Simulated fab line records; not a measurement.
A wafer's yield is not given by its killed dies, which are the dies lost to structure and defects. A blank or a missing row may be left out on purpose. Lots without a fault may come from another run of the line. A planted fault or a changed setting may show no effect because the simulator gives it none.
Chamber matching / flow nandHarc / cmp-03 running NHARC_A_STAIRCASE_CMP_450: 4 sister chambers
The step polishes SiO2, target thk 200 nm. 20 wafers are shown with their chamber, then 10 later ones without.

## WAFERS WITH THEIR CHAMBER
wafer=L075.1; chamber=3; slurryFilterDpKPa (kPa)=13.56; motorCurrentA (A)=13.5
wafer=L075.3; chamber=2; slurryFilterDpKPa (kPa)=13.65; motorCurrentA (A)=12.7
wafer=L075.4; chamber=1; slurryFilterDpKPa (kPa)=13.53; motorCurrentA (A)=12.9
wafer=L077.1; chamber=3; slurryFilterDpKPa (kPa)=13.42; motorCurrentA (A)=13.0
wafer=L077.5; chamber=3; slurryFilterDpKPa (kPa)=13.26; motorCurrentA (A)=13.4
wafer=L077.6; chamber=0; slurryFilterDpKPa (kPa)=13.68; motorCurrentA (A)=13.3
wafer=L078.3; chamber=3; slurryFilterDpKPa (kPa)=13.51; motorCurrentA (A)=13.2
wafer=L078.4; chamber=1; slurryFilterDpKPa (kPa)=13.34; motorCurrentA (A)=12.6
wafer=L078.6; chamber=0; slurryFilterDpKPa (kPa)=13.39; motorCurrentA (A)=12.7
wafer=L079.1; chamber=3; slurryFilterDpKPa (kPa)=13.40; motorCurrentA (A)=13.5
wafer=L079.2; chamber=2; slurryFilterDpKPa (kPa)=13.90; motorCurrentA (A)=12.2
wafer=L079.3; chamber=1; slurryFilterDpKPa (kPa)=13.38; motorCurrentA (A)=11.8
wafer=L082.1; chamber=0; slurryFilterDpKPa (kPa)=13.52; motorCurrentA (A)=12.8
wafer=L082.3; chamber=1; slurryFilterDpKPa (kPa)=13.62; motorCurrentA (A)=13.0
wafer=L082.5; chamber=0; slurryFilterDpKPa (kPa)=13.41; motorCurrentA (A)=12.4
wafer=L084.3; chamber=0; slurryFilterDpKPa (kPa)=13.47; motorCurrentA (A)=12.7
wafer=L084.4; chamber=1; slurryFilterDpKPa (kPa)=13.37; motorCurrentA (A)=12.6
wafer=L084.6; chamber=1; slurryFilterDpKPa (kPa)=13.38; motorCurrentA (A)=11.9
wafer=L089.1; chamber=0; slurryFilterDpKPa (kPa)=13.64; motorCurrentA (A)=12.5
wafer=L089.4; chamber=1; slurryFilterDpKPa (kPa)=13.57; motorCurrentA (A)=12.1

SIGNATURES, as means of the wafers listed above
reading=slurryFilterDpKPa; chamber 0=13.5183; chamber 1=13.4557; chamber 2=13.7750; chamber 3=13.4300; scatter within a chamber=0.121
reading=motorCurrentA; chamber 0=12.733; chamber 1=12.414; chamber 2=12.450; chamber 3=13.320; scatter within a chamber=0.37
Rule: a wafer lies at a distance from a chamber equal to the root of the sum of squares, over the readings, of (its reading less the chamber's mean, divided by the reading's scatter). If the next closest chamber is less than 2 further off than the closest, the wafer can't be placed; otherwise it belongs to the closest. The scatter: the root of (the sum of the squares of (reading less its chamber's mean) over the shown wafers, divided by (wafers less chambers)).

## WAFERS WITH NO CHAMBER GIVEN
wafer=L089.5; slurryFilterDpKPa (kPa)=13.31; motorCurrentA (A)=12.8
wafer=L088.1; slurryFilterDpKPa (kPa)=13.27; motorCurrentA (A)=12.6
wafer=L088.3; slurryFilterDpKPa (kPa)=13.54; motorCurrentA (A)=12.6
wafer=L088.4; slurryFilterDpKPa (kPa)=13.55; motorCurrentA (A)=13.0
wafer=L092.2; slurryFilterDpKPa (kPa)=13.50; motorCurrentA (A)=13.4
wafer=L092.3; slurryFilterDpKPa (kPa)=13.56; motorCurrentA (A)=13.1
wafer=L092.5; slurryFilterDpKPa (kPa)=13.59; motorCurrentA (A)=12.3
wafer=L094.4; slurryFilterDpKPa (kPa)=13.70; motorCurrentA (A)=12.4
wafer=L094.5; slurryFilterDpKPa (kPa)=13.45; motorCurrentA (A)=12.2
wafer=L094.6; slurryFilterDpKPa (kPa)=13.62; motorCurrentA (A)=13.0

## THE CHAMBER EACH PASSED THROUGH
wafer=L089.5; from the rows above=can't be placed: 1 or 3 or 0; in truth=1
wafer=L088.1; from the rows above=can't be placed: 1 or 0 or 3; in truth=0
wafer=L088.3; from the rows above=can't be placed: 0 or 1 or 2 or 3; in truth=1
wafer=L088.4; from the rows above=can't be placed: 0 or 3 or 1 or 2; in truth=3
wafer=L092.2; from the rows above=can't be placed: 3 or 0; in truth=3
wafer=L092.3; from the rows above=can't be placed: 0 or 3 or 1 or 2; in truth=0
wafer=L092.5; from the rows above=can't be placed: 1 or 0 or 2 or 3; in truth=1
wafer=L094.4; from the rows above=can't be placed: 2 or 0 or 1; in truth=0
wafer=L094.5; from the rows above=can't be placed: 1 or 0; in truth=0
wafer=L094.6; from the rows above=can't be placed: 0 or 3 or 2 or 1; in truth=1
Correctly placed: 0 of 10. Cannot be placed on the basis of these rows: 10; the candidates contain the true chamber in 10. Placed wrongly: 0.
